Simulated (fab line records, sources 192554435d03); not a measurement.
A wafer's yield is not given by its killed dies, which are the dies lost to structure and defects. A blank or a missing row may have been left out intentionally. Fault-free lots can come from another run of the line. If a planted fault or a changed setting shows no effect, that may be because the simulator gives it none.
Matching of chambers ; flow n5-finfet ; 4 sister chambers for N5_FIN_CUT_ETCH_30 on rie-diel-01
The step etches underlayer in N2/H2, target depth 13 nm, time 10.4 s. 4 wafers are shown with their chamber, then 7 later ones without.

## WAFERS PAIRED WITH THEIR CHAMBERS
wafer;chamber;showerhead-plenum-p-Torr (Torr)
L084.5;3;2.67
L086.4;0;2.52
L088.2;1;2.49
L088.5;2;2.45

## WAFERS WITHOUT THEIR CHAMBER
wafer;showerhead-plenum-p-Torr (Torr)
L088.6;2.49
L092.4;2.67
L092.5;2.67
L092.6;2.45
L094.1;2.66
L094.4;2.45
L094.5;2.66

## WHICH CHAMBER EACH WENT THROUGH
wafer;from the rows above;in truth
L088.6;1;1
L092.4;3;3
L092.5;3;3
L092.6;2;2
L094.1;3;3
L094.4;2;2
L094.5;3;3
Correctly placed: 7 of 7. Can't be placed from these rows: 0. Number placed wrongly: 0.
How it was worked out, from the rows above alone: a wafer's distance from a chamber is the root of the sum, over the readings, of the square of ((its reading less the chamber's mean) divided by the reading's scatter). If the next closest chamber is less than 2 further off than the closest, the wafer can't be placed; otherwise it belongs to the closest. The mean given for a chamber averages the wafers shown for that chamber. The scatter: with one shown wafer a chamber, the root of the mean of the squares of how far each hidden wafer lies from its nearest shown one.
